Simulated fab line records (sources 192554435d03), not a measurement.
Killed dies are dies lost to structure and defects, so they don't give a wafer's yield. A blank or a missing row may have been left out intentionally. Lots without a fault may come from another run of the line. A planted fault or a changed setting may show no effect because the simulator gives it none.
One fault seen from 2 desks	flow n5Finfet	each desk holds nothing but its own numbers, with what lay behind them at the end

== AT THE TOOL OWNER'S DESK: pecvd-04 ==
The tool's own readings at N5_BEOL_M9_PECVD_70 (deposits SiO2 from TEOS/O2, target thk 20 nm, time 22.7 s): means of the sampled wafers that have a number, for each lot that ran on this tool. Marked OUT: a lot whose mean sits more than 4 standard deviations from the usual mean, which makes it out of limits; the brackets give that distance.
Columns: A = chamberPressureTorr at N5_BEOL_M9_PECVD_70, usual 5.500 Torr; B = heaterPowerOuterW at N5_BEOL_M9_PECVD_70, usual 425 W; C = heaterPowerW at N5_BEOL_M9_PECVD_70, usual 726 W; D = showerheadPlenumPTorr at N5_BEOL_M9_PECVD_70, usual 8.77 Torr; E = showerheadVppV at N5_BEOL_M9_PECVD_70, usual 1292 V; F = throttleValvePct at N5_BEOL_M9_PECVD_70, usual 22.1 %
lot	first seen here	A	B	C	D	E	F
L243	day 11 21:15	5.495	395	654	8.78	1275	21.9
L240	day 12 13:37	5.499	401	671	8.77	1206	20.9
L262	day 18 11:32	5.493	362	633	8.80	1226	21.2
Result from this desk: across the 3 lots, nothing is out of limits.

== METROLOGY DESK ==
What the gauges read, lot by lot, whatever tool the lot ran on: means of the sampled wafers that have a number. Marked OUT: a lot whose mean sits more than 4 standard deviations from the usual mean, which makes it out of limits; the brackets give that distance. Only the readings that lie furthest out on some lot appear, 7 of the 12 it has.
Columns: A = DIBL_P at N5_BEOL_M4_RC_MEAS_101, usual 36.4 mV/V; B = IOFF_N at N5_BEOL_M4_RC_MEAS_101, usual 0.16 nA/um; C = IOFF_P at N5_BEOL_M4_RC_MEAS_101, usual 0.22 nA/um; D = ION_P at N5_BEOL_M4_RC_MEAS_101, usual 463 uA/um; E = VT_N at N5_BEOL_M4_RC_MEAS_101, usual 250 mV; F = VT_P at N5_BEOL_M4_RC_MEAS_101, usual -250 mV; G = M9_OVL at N5_BEOL_M9_OVL_MEAS_12, usual 0.2 nm
lot	first seen here	A	B	C	D	E	F	G
L241	day 9 17:16	36.3	0.14	0.18	456	251	-254	2.0
L243	day 10 02:59	36.8	0.17	0.21	465	249	-249	0.3
L240	day 10 11:23	34.1	0.13	0.20	466	252	-250	0.3
L245	day 10 15:55	35.6	0.15	0.20	458	251	-250	-0.2
L246	day 11 12:28	39.2	0.19	0.27	476	248	-247	0.3
L252	day 13 03:26	37.0	0.16	0.22	459	250	-249	0.2
L253	day 13 12:34	36.1	0.16	0.21	458	249	-250	0.9
L258	day 14 05:22	32.5	0.10	0.13	446	256	-258	-0.1
L259	day 14 09:46	37.1	0.19	0.26	471	245	-245	0.3
L262	day 16 21:25	35.5	0.16	0.22	461	250	-250	-0.5
Result from this desk: across the 10 lots, nothing is out of limits.

== PUT TOGETHER ==
The tool owner's desk saw nothing out of limits.
Metrology desk: nothing out of limits seen.

== WHAT THE SIMULATOR HAD INSERTED ==
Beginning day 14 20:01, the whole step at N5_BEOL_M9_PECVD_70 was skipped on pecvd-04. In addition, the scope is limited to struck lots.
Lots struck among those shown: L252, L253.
